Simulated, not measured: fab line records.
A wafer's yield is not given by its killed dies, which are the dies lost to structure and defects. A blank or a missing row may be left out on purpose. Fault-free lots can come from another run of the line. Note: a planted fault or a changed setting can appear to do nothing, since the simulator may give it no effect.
fab line records | flow n5_finfet | part 2 of 2: steps 5 to 6 of 6
record lots=20 | wafers=60 | last_day=18
route steps=1938 shown HKMG_FIN@437 GATE_CUT@469
lots with no fault: from the same line, run without faults
start_h: hours from the record's opening day to when the first of the lot's shown wafers began | wait_h: hours elapsed since this lot's preceding step | " as in the row above | L1.1+2: a row that stands for several wafers | - either no value or no given start | * or withheld: withheld | < > ~ a bound
route shown NAME@n: a module of which the file shows steps, and the number in the route of the first | usual: mean/standard deviation taken from wafers without a fault | same: alike in all rows | chamber/n: place in a boat | sites: each site's reading | _std_site: how widely they spread, as a standard deviation | _edge_site: mean of outer sites minus mean of inner sites | radius_mm: how far each site lies from the wafer's centre | mask NAME#n: copy n | behind: tool/chamber where the wafer was last shaped | hold: the reason the lot was held/the length of the hold in hours/how it ended | device: whichever transistor did not switch (one of n, p or np) | end of line: tests run on the same wafers once the route is complete | a step without rows: its recipe alone | killed: not the wafer's yield, but the dies lost to structure and defects at the first sort | map: a wafer's dies, x killed, . not, _ none there
set.NAME: the setting that was run; set.NAME@STEP: the one run at that earlier step | model.NAME: the simulator's own value behind a step, which no gauge read
the route's steps for a sample of lots (tables are steps, rows are wafers)
services: a tool's chamber out of use, with start hour (start_h, from the record's first day; less than 0 if before it), hours out, and reason
## steps
# step N5_GATE_CUT_ETCH_36
# recipe chemistry=CF4 | target=SiARC | target_depth_a=130 | mask_material=CAR-EUV | time_s=21.7 | ion_energy_ev=80 | pressure_mtorr=40 | source_w=545 | bias_w=36 | Ar_flow_sccm=100 | cf4_flow_sccm=100 | ends=cleared
# usual drypump_motor_current_A=5.6/0.54 | etch_rf_on_time_s=21.9/0.34 | oes_product_au=0.65/0.056 | rf_vpp_V=184.5/1.2 | showerhead_plenum_p_Torr=2.17/0.084 | throttle_valve_pct=15.68/0.25
lot.wafer | tool        | chamber | start_h | wait_h | drypump_motor_current_A | etch_rf_on_time_s | oes_product_au | rf_hours_counter_h | rf_vpp_V | showerhead_plenum_p_Torr | throttle_valve_pct
L074.2    | rie_diel-06 | 0       | 85.78   | 0.0    | 5.1                     | 21.7              | 0.65           | 124                | 183.2    | 2.06                     | 15.55
L074.3    | "           | 1       | "       | "      | 6.6                     | 22.2              | 0.79           | 8                  | 185.1    | 2.27                     | 15.18
L074.4    | "           | 2       | "       | "      | 5.9                     | 21.4              | 0.59           | 214                | 185.0    | 2.12                     | 15.92
L075.2    | rie_diel-02 | 1       | 93.00   | 0.0    | 5.7                     | 21.5              | 0.61           | 227                | 183.1    | 2.02                     | 16.02
L075.4    | "           | 2       | "       | "      | 5.0                     | 22.1              | 0.58           | 247                | 183.4    | 2.03                     | 15.71
L075.5    | "           | 0       | "       | "      | 5.2                     | 21.8              | 0.65           | -                  | 184.1    | 2.23                     | 15.92
L077.1    | rie_diel-02 | 2       | 102.90  | 0.0    | 5.0                     | 22.4              | 0.58           | 250                | 182.5    | 2.03                     | 15.73
L077.4    | "           | 3       | "       | "      | 5.5                     | 21.8              | 0.65           | 124                | 185.3    | 2.24                     | 15.78
L077.6    | "           | 3       | "       | "      | 5.5                     | 21.7              | 0.65           | -                  | 184.6    | 2.24                     | 15.75
L078.1    | rie_diel-06 | 0       | 107.47  | 0.0    | 5.1                     | 21.5              | 0.65           | 131                | 182.4    | 2.05                     | 15.59
L078.3    | "           | 1       | "       | "      | 6.5                     | 21.8              | 0.79           | 15                 | 185.5    | 2.27                     | 15.22
L078.6    | "           | 0       | "       | "      | 5.1                     | 21.6              | 0.65           | -                  | 183.8    | 2.05                     | 15.58
L079.1    | rie_diel-02 | 3       | 115.80  | 0.0    | 5.5                     | 22.0              | 0.64           | 129                | 185.3    | 2.24                     | 15.77
L079.3    | "           | 0       | "       | "      | 5.2                     | 22.0              | 0.65           | 129                | 185.2    | 2.23                     | 15.95
L079.5    | "           | 0       | "       | "      | 5.2                     | 21.9              | 0.65           | -                  | 185.0    | 2.23                     | 15.94
L080.1    | rie_diel-02 | 3       | 119.72  | 0.0    | 5.5                     | 21.8              | 0.65           | 131                | 187.1    | 2.23                     | 15.79
L080.2    | "           | 0       | "       | "      | 5.2                     | 21.8              | 0.65           | 132                | 184.3    | 2.23                     | 15.94
L080.4    | "           | 3       | "       | "      | 5.5                     | 21.9              | 0.65           | -                  | 185.0    | 2.23                     | 15.81
L081.1    | rie_diel-02 | 3       | 130.77  | 0.0    | 5.5                     | 21.8              | 0.65           | 135                | 182.9    | 2.23                     | 15.81
L081.2    | "           | 0       | "       | "      | 5.2                     | 21.9              | 0.64           | 136                | 186.2    | 2.22                     | 15.94
L081.3    | "           | 2       | "       | "      | 5.0                     | 22.4              | 0.58           | 257                | 184.0    | 2.03                     | 15.74
L083.1    | rie_diel-06 | 1       | 144.29  | 0.0    | 6.6                     | 22.0              | 0.76           | 27                 | 185.6    | 2.26                     | 15.23
L083.2    | "           | 0       | "       | "      | 5.1                     | 21.4              | 0.65           | 144                | 183.0    | 2.05                     | 15.62
L083.4    | "           | 2       | "       | "      | 5.9                     | 21.4              | 0.58           | 232                | 183.2    | 2.12                     | 15.96
L085.2    | rie_diel-06 | 3       | 153.21  | 0.0    | 6.5                     | 22.7              | 0.63           | 150                | 185.7    | 2.23                     | 15.45
L085.3    | "           | 0       | "       | "      | 5.1                     | 21.3              | 0.64           | 146                | 184.7    | 2.05                     | 15.60
L085.6    | "           | 0       | "       | "      | 5.1                     | 21.5              | 0.64           | -                  | 184.1    | 2.05                     | 15.61
L086.2    | rie_diel-05 | 3       | 161.29  | 0.0    | 5.6                     | 21.7              | 0.63           | 160                | 185.2    | 2.23                     | 15.44
L086.3    | "           | 1       | "       | "      | 5.7                     | 21.7              | 0.74           | 42                 | 184.1    | 2.17                     | 15.53
L086.4    | "           | 3       | "       | "      | 5.6                     | 21.8              | 0.63           | -                  | 185.0    | 2.23                     | 15.43
L087.2    | rie_diel-05 | 2       | 163.91  | 0.0    | 5.0                     | 21.5              | 0.63           | 187                | 185.4    | 2.21                     | 15.98
L087.4    | "           | 1       | "       | "      | 5.7                     | 21.6              | 0.73           | -                  | 184.6    | 2.17                     | 15.52
L087.6    | "           | 2       | "       | "      | 5.0                     | 21.6              | 0.62           | -                  | 183.8    | 2.21                     | 15.97
L088.1    | rie_diel-05 | 3       | 168.36  | 0.0    | 5.6                     | 21.9              | 0.62           | 163                | 185.9    | 2.23                     | 15.44
L088.2    | "           | 1       | "       | "      | 5.7                     | 21.7              | 0.74           | 46                 | 183.6    | 2.17                     | 15.55
L088.5    | "           | 1       | "       | "      | 5.7                     | 21.9              | 0.73           | -                  | 185.7    | 2.17                     | 15.54
L089.1    | rie_diel-02 | 0       | 175.60  | 0.0    | 5.2                     | 22.1              | 0.63           | 155                | 185.7    | 2.22                     | 15.98
L089.5    | "           | 0       | "       | "      | 5.2                     | 22.1              | 0.62           | -                  | 185.0    | 2.22                     | 15.98
L089.6    | "           | 2       | "       | "      | 5.0                     | 22.1              | 0.82           | -                  | 186.4    | 2.29                     | 15.25
L090.1    | rie_diel-02 | 0       | 178.97  | 0.0    | 5.1                     | 21.9              | 0.62           | 156                | 185.4    | 2.22                     | 15.98
L090.3    | "           | 3       | "       | "      | 5.5                     | 21.7              | 0.63           | 153                | 185.2    | 2.23                     | 15.83
L090.5    | "           | 0       | "       | "      | 5.2                     | 21.8              | 0.63           | -                  | 185.8    | 2.22                     | 15.98
L091.2    | rie_diel-05 | 0       | 186.65  | 0.0    | 6.2                     | 21.0              | 0.62           | 222                | 181.5    | 2.03                     | 15.86
L091.3    | "           | 2       | "       | "      | 5.0                     | 21.8              | 0.62           | 194                | 185.5    | 2.20                     | 15.98
L091.4    | "           | 3       | "       | "      | 5.6                     | 22.0              | 0.62           | 167                | 185.0    | 2.23                     | 15.47
L092.1    | rie_diel-06 | 0       | 194.21  | 0.0    | 5.1                     | 21.5              | 0.63           | 158                | 184.1    | 2.04                     | 15.62
L092.2    | "           | 2       | "       | "      | 5.9                     | 21.2              | 0.58           | 246                | 184.7    | 2.11                     | 15.99
L092.5    | "           | 1       | "       | "      | 6.6                     | 22.0              | 0.73           | -                  | 186.1    | 2.26                     | 15.25
L093.2    | rie_diel-05 | 0       | 199.07  | 0.0    | 6.2                     | 21.2              | 0.62           | 225                | 183.5    | 2.03                     | 15.87
L093.4    | "           | 3       | "       | "      | 5.6                     | 22.2              | 0.62           | 171                | 186.1    | 2.23                     | 15.45
L093.6    | "           | 1       | "       | "      | 5.7                     | 21.9              | 0.72           | -                  | 184.8    | 2.17                     | 15.55
L094.2    | rie_diel-05 | 2       | 205.39  | 0.0    | 5.0                     | 21.7              | 0.61           | 199                | 186.1    | 2.20                     | 16.00
L094.5    | "           | 1       | "       | "      | 5.7                     | 21.7              | 0.73           | -                  | 182.1    | 2.17                     | 15.53
L094.6    | "           | 2       | "       | "      | 5.0                     | 21.8              | 0.61           | -                  | 185.0    | 2.20                     | 15.99
L095.1    | rie_diel-06 | 3       | 210.22  | 0.0    | 6.5                     | 22.5              | 0.63           | 163                | 184.6    | 2.22                     | 15.48
L095.3    | "           | 1       | "       | "      | 6.6                     | 22.1              | 0.72           | 45                 | 184.4    | 2.26                     | 15.27
L095.4    | "           | 0       | "       | "      | 5.1                     | 21.8              | 0.62           | -                  | 180.7    | 2.04                     | 15.63
L097.1    | rie_diel-06 | 1       | 221.41  | 0.0    | 6.6                     | 21.9              | 0.72           | 50                 | 185.6    | 2.26                     | 15.28
L097.4    | "           | 1       | "       | "      | 6.6                     | 21.9              | 0.73           | -                  | 185.8    | 2.26                     | 15.30
L097.5    | "           | 0       | "       | "      | 5.1                     | 21.7              | 0.62           | -                  | 183.5    | 2.04                     | 15.65
# step N5_GATE_CUT_VAPOR_ETCH_49
# recipe chemistry=BCl3/Cl2 | target=TiAlC | mode=isotropic
# usual drypump_motor_current_A=5.7/0.45 | oes_product_au=0.85/0.11
lot.wafer | tool         | chamber | start_h | wait_h | drypump_motor_current_A | oes_product_au
L074.2    | rie_metal-01 | 1       | 86.33   | 0.0    | 6.1                     | 0.81
L074.3    | "            | 0       | "       | "      | 5.3                     | 0.57
L074.4    | "            | 1       | "       | "      | 6.0                     | 0.81
L075.2    | rie_metal-02 | 1       | 93.55   | 0.0    | 6.2                     | 0.59
L075.4    | "            | 1       | "       | "      | 6.2                     | 0.59
L075.5    | "            | 1       | "       | "      | 6.2                     | 0.59
L077.1    | rie_metal-02 | 0       | 103.66  | 0.1    | 6.1                     | 0.95
L077.4    | "            | 0       | "       | "      | 6.1                     | 0.96
L077.6    | "            | 0       | "       | "      | 6.1                     | 0.96
L078.1    | rie_metal-01 | 0       | 108.02  | 0.0    | 5.3                     | 0.57
L078.3    | "            | 0       | "       | "      | 5.3                     | 0.57
L078.6    | "            | 0       | "       | "      | 5.3                     | 0.56
L079.1    | rie_metal-01 | 0       | 116.35  | 0.0    | 5.3                     | 0.57
L079.3    | "            | 0       | "       | "      | 5.3                     | 0.57
L079.5    | "            | 0       | "       | "      | 5.3                     | 0.56
L080.1    | rie_metal-01 | 1       | 120.64  | 0.1    | 6.0                     | 0.79
L080.2    | "            | 1       | "       | "      | 6.1                     | 0.79
L080.4    | "            | 1       | "       | "      | 6.1                     | 0.79
L081.1    | rie_metal-03 | 0       | 131.54  | 0.1    | 5.4                     | 0.95
L081.2    | "            | 0       | "       | "      | 5.4                     | 0.94
L081.3    | "            | 0       | "       | "      | 5.4                     | 0.95
L083.1    | rie_metal-02 | 1       | 144.84  | 0.0    | 6.2                     | 0.94
L083.2    | "            | 0       | "       | "      | 6.1                     | 0.91
L083.4    | "            | 0       | "       | "      | 6.1                     | 0.91
L085.2    | rie_metal-01 | 0       | 153.76  | 0.0    | 5.3                     | 0.96
L085.3    | "            | 1       | "       | "      | 6.1                     | 0.77
L085.6    | "            | 0       | "       | "      | 5.3                     | 0.96
L086.2    | rie_metal-02 | 0       | 161.84  | 0.0    | 6.1                     | 0.90
L086.3    | "            | 0       | "       | "      | 6.0                     | 0.90
L086.4    | "            | 1       | "       | "      | 6.2                     | 0.91
L087.2    | rie_metal-03 | 1       | 164.46  | 0.0    | 4.9                     | 0.95
L087.4    | "            | 1       | "       | "      | 5.0                     | 0.95
L087.6    | "            | 0       | "       | "      | 5.5                     | 0.91
L088.1    | rie_metal-03 | 1       | 168.91  | 0.0    | 5.0                     | 0.94
L088.2    | "            | 0       | "       | "      | 5.4                     | 0.91
L088.5    | "            | 1       | "       | "      | 4.9                     | 0.94
L089.1    | rie_metal-03 | 1       | 176.15  | 0.0    | 4.9                     | 0.94
L089.5    | "            | 1       | "       | "      | 4.9                     | 0.93
L089.6    | "            | 0       | "       | "      | 5.4                     | 0.91
L090.1    | rie_metal-02 | 0       | 179.52  | 0.0    | 6.1                     | 0.88
L090.3    | "            | 1       | "       | "      | 6.2                     | 0.91
L090.5    | "            | 1       | "       | "      | 6.2                     | 0.90
L091.2    | rie_metal-01 | 1       | 187.20  | 0.0    | 6.1                     | 0.77
L091.3    | "            | 0       | "       | "      | 5.3                     | 0.93
L091.4    | "            | 1       | "       | "      | 6.1                     | 0.76
L092.1    | rie_metal-03 | 0       | 194.76  | 0.0    | 5.5                     | 0.90
L092.2    | "            | 1       | "       | "      | 4.9                     | 0.92
L092.5    | "            | 1       | "       | "      | 4.9                     | 0.92
L093.2    | rie_metal-02 | 0       | 199.62  | 0.0    | 6.1                     | 0.88
L093.4    | "            | 0       | "       | "      | 6.1                     | 0.88
L093.6    | "            | 0       | "       | "      | 6.1                     | 0.89
L094.2    | rie_metal-01 | 1       | 205.94  | 0.0    | 6.0                     | 0.77
L094.5    | "            | 1       | "       | "      | 6.1                     | 0.76
L094.6    | "            | 0       | "       | "      | 5.3                     | 0.93
L095.1    | rie_metal-02 | 1       | 210.77  | 0.0    | 6.2                     | 0.88
L095.3    | "            | 1       | "       | "      | 6.2                     | 0.88
L095.4    | "            | 0       | "       | "      | 6.1                     | 0.87
L097.1    | rie_metal-03 | 1       | 221.96  | 0.0    | 4.9                     | 0.90
L097.4    | "            | 0       | "       | "      | 5.4                     | 0.88
L097.5    | "            | 0       | "       | "      | 5.4                     | 0.88
## services
tool         | chamber | start_h | hours | kind
cmp-01       | -       | 59.72   | 8.0   | pm
cmp-03       | -       | 62.01   | 4.0   | pm
rie_diel-05  | 1       | 72.84   | 5.6   | repair
cmp-02       | -       | 98.90   | 5.3   | pm
rie_diel-02  | 2       | 106.52  | 6.9   | repair
rie_diel-01  | 0       | 112.49  | 8.4   | repair
rie_diel-02  | 1       | 113.58  | 17.4  | repair
rie_diel-05  | 1       | 115.02  | 3.4   | repair
rie_diel-02  | 2       | 118.32  | 7.8   | repair
cmp-01       | -       | 122.54  | 4.0   | pm
cmp-03       | -       | 134.93  | 0.7   | repair
rie_diel-02  | 3       | 144.57  | 4.2   | repair
rie_diel-03  | -       | 150.21  | 4.3   | pm
rie_diel-02  | -       | 154.97  | 0.8   | repair
rie_diel-05  | 0       | 160.21  | 8.9   | repair
rie_diel-04  | 1       | 161.52  | 5.3   | repair
rie_metal-03 | -       | 186.42  | 2.8   | pm
rie_metal-01 | -       | 189.92  | 0.2   | repair
rie_diel-01  | 3       | 191.98  | 14.3  | repair
rie_diel-06  | 2       | 207.73  | -     | clean
rie_diel-02  | 2       | 209.65  | 5.9   | repair
rie_diel-03  | -       | 211.67  | 1.7   | repair
rie_diel-06  | -       | 213.63  | 0.3   | repair
cmp-03       | -       | 218.25  | 0.6   | repair
